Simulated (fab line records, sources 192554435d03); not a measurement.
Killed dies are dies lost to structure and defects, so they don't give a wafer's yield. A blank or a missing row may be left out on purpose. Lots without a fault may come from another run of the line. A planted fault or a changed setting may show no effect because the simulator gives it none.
Split-lot experiment | flow n5_finfet | 7 lots, 39 wafers read, on a route of 1938 steps

THE SPLIT
At N5_BEOL_M13_TRENCH_ETCH_34 (etches SiOC in C4F8/O2/Ar, target depth 413.47 nm, time 162.6 s), the setting target_depth_a was moved away from the recipe's 4134.7 angstrom on 18 of the 39 wafers read, by -56.2% to +40.7%. The other wafers ran this setting at the recipe's value.

FROM THE SPLIT TO THE READING: what the file shows between them, 10 steps
- N5_BEOL_M13_STRIP_70: strips in C4F8/O2/Ar
- N5_BEOL_M13_OCD_MEAS_35
- N5_BEOL_M13_STRIP_37: strips in N2/H2
- N5_BEOL_M13_ETCH_38: etches SiCN in CF4/N2, target depth 67.5 nm, time 71.9 s
- N5_BEOL_M13_ECD_47: material Cu, target thk 936 nm
- N5_BEOL_M13_ANNEAL_48: time 90 s
- N5_BEOL_M13_CMP_49: polishes, stops on SiOC, t overpolish 17.1 s, target thk 420 nm
- N5_BEOL_M13_THK_MEAS_50: measures by xrf
- N5_BEOL_M13_PRE_CLEAN_52: time 15 s
- N5_BEOL_M13_DEP_53: deposits SiCN from 3MS/NH3, target thk 50 nm, time 17.8 s

THE READING
M13_RS, in ohm/sq, at N5_BEOL_M13_RS_MEAS_54 (measures by four-point-probe). Fault-free wafers of this fab line usually give 0.0447 ohm/sq, standard deviation 0.00072 ohm/sq.

wafer  | tool, chamber at the split | target_depth_a as run, angstrom | against the recipe | M13_RS, ohm/sq | against lot-mates on the recipe
L074.1 | rie_diel-01, 0             | 4947                            | +19.6%             | 0.0372         | -0.0074
L074.2 | rie_diel-01, 1             | 4947                            | +19.6%             | 0.0372         | -0.0074
L074.3 | rie_diel-01, 2             | 4947                            | +19.6%             | 0.0380         | -0.0066
L074.4 | rie_diel-01, 3             | 4134.7                          | recipe             | 0.0442         | -
L074.5 | rie_diel-01, 2             | 4134.7                          | recipe             | 0.0458         | -
L074.6 | rie_diel-01, 3             | 4134.7                          | recipe             | 0.0439         | -
L080.1 | rie_diel-05, 2             | 4134.7                          | recipe             | 0.0453         | -
L080.4 | rie_diel-05, 1             | 4134.7                          | recipe             | 0.0439         | -
L080.6 | rie_diel-05, 2             | 4134.7                          | recipe             | 0.0451         | -
L087.1 | rie_diel-01, 2             | 2002                            | -51.6%             | 0.0944         | +0.0503
L087.2 | rie_diel-01, 0             | 4134.7                          | recipe             | 0.0442         | -
L087.3 | rie_diel-01, 1             | 2002                            | -51.6%             | 0.0923         | +0.0482
L087.4 | rie_diel-01, 3             | 4134.7                          | recipe             | 0.0442         | -
L087.5 | rie_diel-01, 0             | 2002                            | -51.6%             | 0.0931         | +0.0490
L087.6 | rie_diel-01, 1             | 4134.7                          | recipe             | 0.0440         | -
L090.1 | rie_diel-05, 2             | 4134.7                          | recipe             | 0.0456         | -
L090.2 | rie_diel-05, 3             | 1811                            | -56.2%             | 0.1061         | +0.0611
L090.3 | rie_diel-05, 0             | 1811                            | -56.2%             | 0.1042         | +0.0592
L090.4 | rie_diel-05, 1             | 1811                            | -56.2%             | 0.1030         | +0.0580
L090.5 | rie_diel-05, 0             | 4134.7                          | recipe             | 0.0448         | -
L090.6 | rie_diel-05, 1             | 4134.7                          | recipe             | 0.0445         | -
L088.1 | rie_diel-01, 3             | 4134.7                          | recipe             | 0.0441         | -
L088.2 | rie_diel-01, 0             | 4134.7                          | recipe             | 0.0433         | -
L088.3 | rie_diel-01, 2             | 2993                            | -27.6%             | 0.0621         | +0.0184
L088.4 | rie_diel-01, 1             | 4134.7                          | recipe             | 0.0438         | -
L088.5 | rie_diel-01, 2             | 2993                            | -27.6%             | 0.0625         | +0.0188
L088.6 | rie_diel-01, 1             | 2993                            | -27.6%             | 0.0609         | +0.0172
L095.1 | rie_diel-03, 2             | 5494                            | +32.9%             | 0.0339         | -0.0106
L095.2 | rie_diel-03, 3             | 4134.7                          | recipe             | 0.0455         | -
L095.3 | rie_diel-03, 1             | 5494                            | +32.9%             | 0.0333         | -0.0112
L095.4 | rie_diel-03, 0             | 4134.7                          | recipe             | 0.0435         | -
L095.5 | rie_diel-03, 2             | 5494                            | +32.9%             | 0.0343         | -0.0102
L095.6 | rie_diel-03, 1             | 4134.7                          | recipe             | 0.0445         | -
L096.1 | rie_diel-05, 2             | 4134.7                          | recipe             | 0.0451         | -
L096.2 | rie_diel-05, 1             | 4134.7                          | recipe             | 0.0442         | -
L096.3 | rie_diel-05, 3             | 5818                            | +40.7%             | 0.0317         | -0.0128
L096.4 | rie_diel-05, 0             | 4134.7                          | recipe             | 0.0443         | -
L096.5 | rie_diel-05, 2             | 5818                            | +40.7%             | 0.0319         | -0.0126
L096.6 | rie_diel-05, 3             | 5818                            | +40.7%             | 0.0317         | -0.0128

THE FIT
A straight line over all 39 wafers: M13_RS changes by -0.000738 ohm/sq for each +1% of target_depth_a; r = -0.94; the points scatter about the line by 0.0075 ohm/sq.
The same after taking each lot's own level away (the mean of its wafers on the recipe; 39 wafers): -0.000739 ohm/sq for each +1%; r = -0.94; scatter 0.0074 ohm/sq.
On that fit, the largest move of target_depth_a shifts the reading by 0.042 ohm/sq.
The lots' own levels span 0.04373 to 0.04497 ohm/sq, that is 1.7 times the standard deviation above.
So the lot-to-lot level changes the slope little: the two slopes agree.
Check: with one of the wafers moved furthest among these (-56.2%) left out of the fit, the line predicts +0.0445 ohm/sq for it against its lot-mates. It came out at +0.0611 ohm/sq against them.

THE WHOLE CHAIN: every reading that the file lists as answering this split, in the file's order
step                       | what it does                                                    | reading                                                                       | change (the file's fit)               | r (the file's)
N5_BEOL_M13_TRENCH_ETCH_34 | etches SiOC in C4F8/O2/Ar, target depth 413.47 nm, time 162.6 s | etch.depth_nm (the simulator's own value, which no gauge read)                | +4.13 nm for each +1% of the setting  | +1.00
N5_BEOL_M13_OCD_MEAS_35    |                                                                 | trench_depth_nm                                                               | +4.13 nm for each +1% of the setting  | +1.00
N5_BEOL_M13_CMP_49         | polishes, stops on SiOC, t overpolish 17.1 s, target thk 420 nm | Cu_of_BEOL_M13_ECD_47.thk_nm (the simulator's own value, which no gauge read) | +4.13 nm for each +1% of the setting  | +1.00
N5_BEOL_M13_THK_MEAS_50    | measures by xrf                                                 | M13_THK                                                                       | +3.96 for each +1% of the setting     | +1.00
N5_BEOL_M13_RS_MEAS_54     | measures by four-point-probe                                    | M13_RS                                                                        | -0.000761 for each +1% of the setting | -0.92

THE FILE'S OWN FIT
M13_RS changes by -0.000761 ohm/sq for each +1% of target_depth_a, r = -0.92.
